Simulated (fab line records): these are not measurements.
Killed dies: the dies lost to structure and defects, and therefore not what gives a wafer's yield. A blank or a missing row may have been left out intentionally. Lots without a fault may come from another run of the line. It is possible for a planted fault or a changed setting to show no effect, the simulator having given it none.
Matching of chambers + flow n5-finfet + 3 sister chambers for N5_HKMG_FIN_CVD_62 on thermal-cvd-si-01
The step deposits a-Si from Si2H6, target thk 3 nm, time 20.8 s. 6 wafers are shown with their chamber, then 8 later ones without.

WAFERS PAIRED WITH THEIR CHAMBERS
| wafer  | chamber | heater-power-w (W) | susceptor-temp-C (C) |
|--------|---------|--------------------|----------------------|
| L373.5 | 0       | 1233               | 500.40               |
| L379.4 | 0       | 1232               | 499.76               |
| L383.1 | 1       | 1284               | 500.10               |
| L383.2 | 2       | 1230               | 499.88               |
| L383.5 | 2       | 1214               | 499.96               |
| L387.1 | 1       | 1276               | 500.28               |

WAFERS MISSING THEIR CHAMBER
| wafer  | heater-power-w (W) | susceptor-temp-C (C) |
|--------|--------------------|----------------------|
| L387.2 | 1234               | 499.86               |
| L387.6 | 1227               | 499.90               |
| L391.2 | 1213               | 500.32               |
| L391.5 | 1225               | 500.22               |
| L391.6 | 1312               | 499.99               |
| L393.2 | 1233               | 500.51               |
| L393.3 | 1276               | 499.39               |
| L393.6 | 1232               | 500.54               |

WHICH CHAMBER EACH WENT THROUGH
| wafer  | from the rows above     | in truth |
|--------|-------------------------|----------|
| L387.2 | can't be placed: 0 or 2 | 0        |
| L387.6 | can't be placed: 2 or 0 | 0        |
| L391.2 | can't be placed: 2 or 0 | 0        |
| L391.5 | can't be placed: 0 or 2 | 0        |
| L391.6 | 1                       | 1        |
| L393.2 | can't be placed: 0 or 2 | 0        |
| L393.3 | 1                       | 1        |
| L393.6 | can't be placed: 0 or 2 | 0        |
Correct placement for 2 of the 8. Cannot be placed on the basis of these rows: 6; the candidates contain the true chamber in 6. 0 placed wrongly.
How it was worked out, from the rows above alone: a wafer's distance from a chamber is the root of the sum, over the readings, of the square of ((its reading less the chamber's mean) divided by the reading's scatter). If the next closest chamber is less than 2 further off than the closest, the wafer can't be placed; otherwise it belongs to the closest. Each chamber's mean is taken over the wafers shown for it. The scatter is the square root of a quotient: the sum, over the shown wafers, of each reading's squared deviation from its chamber's mean, divided by wafers minus chambers.
